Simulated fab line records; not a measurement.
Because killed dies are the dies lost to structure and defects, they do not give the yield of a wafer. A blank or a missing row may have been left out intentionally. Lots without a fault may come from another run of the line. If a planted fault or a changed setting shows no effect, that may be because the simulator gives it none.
A lot that was struck, set against a sound lot    flow nand harc    17 out of 1159 route steps
Sound: wafers L945.1, L945.4, L945.5. Struck: wafer L937.3 (L937.1, L937.4, from the same lot, were not struck and are left out); the cause is given at the end.
At each step with rows: each side's tool, then ch and its chambers, then its first start. Under that, the readings that differ: sound wafers    struck wafers    difference of the means    sigmas: that difference in standard deviations of wafers without a fault.
alike: readings whose means differ by less than 2 such deviations, and words and numbers that are the same on both sides. not compared: withheld readings, readings that some wafer has no value for, bounds like >300 that may hide the same value, and numbers for which the record gives no deviation and whose values overlap.
The two part at a step that has a row with sigmas, a row that says differs or no value, or rows on one side only. When numbers do not overlap yet have no deviation, they are printed without sigmas and do not part them. A reading missing from all wafers of one side parts the sides only when that side holds two or more wafers.

NHARC_P_M1_INSPECT_11:
  sound on defect inspect-02 at day 11 02:43; struck on defect inspect-01 at day 9 04:14
reading           sound   struck  difference  sigmas
raw defect count  10 8 9  1       -8          -3
then, 2 steps without rows for these wafers: NHARC_P_M1_DESCUM_14 (chemistry O2, time 3 s); NHARC_P_M1_ETCH_35 (etches the open film in N2/H2, target depth 40 nm, overetch 12 nm, time 43.94 s).
NHARC_P_M1_ETCH_15: etches the open film in C4F8/Ar, target depth 182.5 nm, time 91.2 s.
  sound on rie diel-09 ch 0,2; struck on rie diel-01 ch 2
  alike: chamber pressure mTorr, oes product au, rf vpp V
  not compared: rf hours counter h
NHARC_P_M1_CD_MEAS_16:
  sound on cd sem-02 at day 11 03:05; struck on cd sem-02 at day 9 04:37
  alike: cd nm
then, 1 step without rows for these wafers: NHARC_P_M1_STRIP_18 (strips in N2/H2).
NHARC_P_M1_ETCH_28: etches the open film in CF4/N2, target depth 30 nm, time 72.99 s.
  sound on rie diel-09 ch 1,2,3; struck on rie diel-10 ch 2
  alike: chamber pressure mTorr, drypump motor current A, oes product au, rf vpp V, showerhead plenum p Torr, throttle valve pct
  not compared: rf hours counter h
then, 1 step without rows for these wafers: NHARC_P_M1_STRIP_19 (strips in post etch residue remover, time 600 s).
NHARC_P_M1_DEGAS_29: time 60 s.
  sound on pvd sputter-02 at day 11 03:49; struck on pvd sputter-01 at day 9 05:19
reading             sound        struck  difference  sigmas
heater power w (W)  371 339 339  279     -71         -2
then, 2 steps without rows for these wafers: NHARC_P_M1_PRE_CLEAN_30 (time 30 s); NHARC_P_M1_PVD_20 (deposits TaN, target thk 5 nm, time 8.06 s).
NHARC_P_M1_PVD_21: deposits Cu, target thk 30 nm, time 20.49 s.
  sound on pvd sputter-02; struck on pvd sputter-01
  alike: chamber pressure pa, throttle valve pct
NHARC_P_M1_ECD_22: material Cu, target thk 400 nm.
  sound on ecd cu-02 ch 0,1, day 11 04:10; struck on ecd cu-01 ch 0,1, day 9 05:44
NHARC_P_M1_ANNEAL_31: time 90 s.
  sound on rtp anneal-02 ch 0, day 11 04:32; struck on rtp anneal-02 ch 0, day 9 06:04
  alike: anneal temp c, wafer_temp_C_max
NHARC_P_M1_CMP_23: polishes, t overpolish 20 s, target thk 157.82 nm.
  sound on cmp-03 ch 2,3, day 11 04:56; struck on cmp-04 ch 2, day 9 06:24
reading                 sound           struck  difference  sigmas
time to endpoint s (s)  28.6 29.5 29.7  16.4    -12.9       -7
  alike: motor current A
NHARC_P_M1_THK_MEAS_24: measures by xrf.
  sound on film metro-02 at day 11 05:14; struck on film metro-02 at day 9 06:43
  alike: thk nm
-- the record jumps here: 13 days lie between the struck wafers' starts before and after (it left off in module P_M1 and takes up again in module END, whose first step shown is number 1159 of the route) --
NHARC_END_SORT_01:
  the record has rows for the struck wafers here (prober-02 ch 0, day 22 06:19) and none for the sound ones

== WHERE THEY PART ==
Last at NHARC_END_SORT_01 as far as this record goes, first at NHARC_P_M1_INSPECT_11.

WHY: whatever the simulator had introduced
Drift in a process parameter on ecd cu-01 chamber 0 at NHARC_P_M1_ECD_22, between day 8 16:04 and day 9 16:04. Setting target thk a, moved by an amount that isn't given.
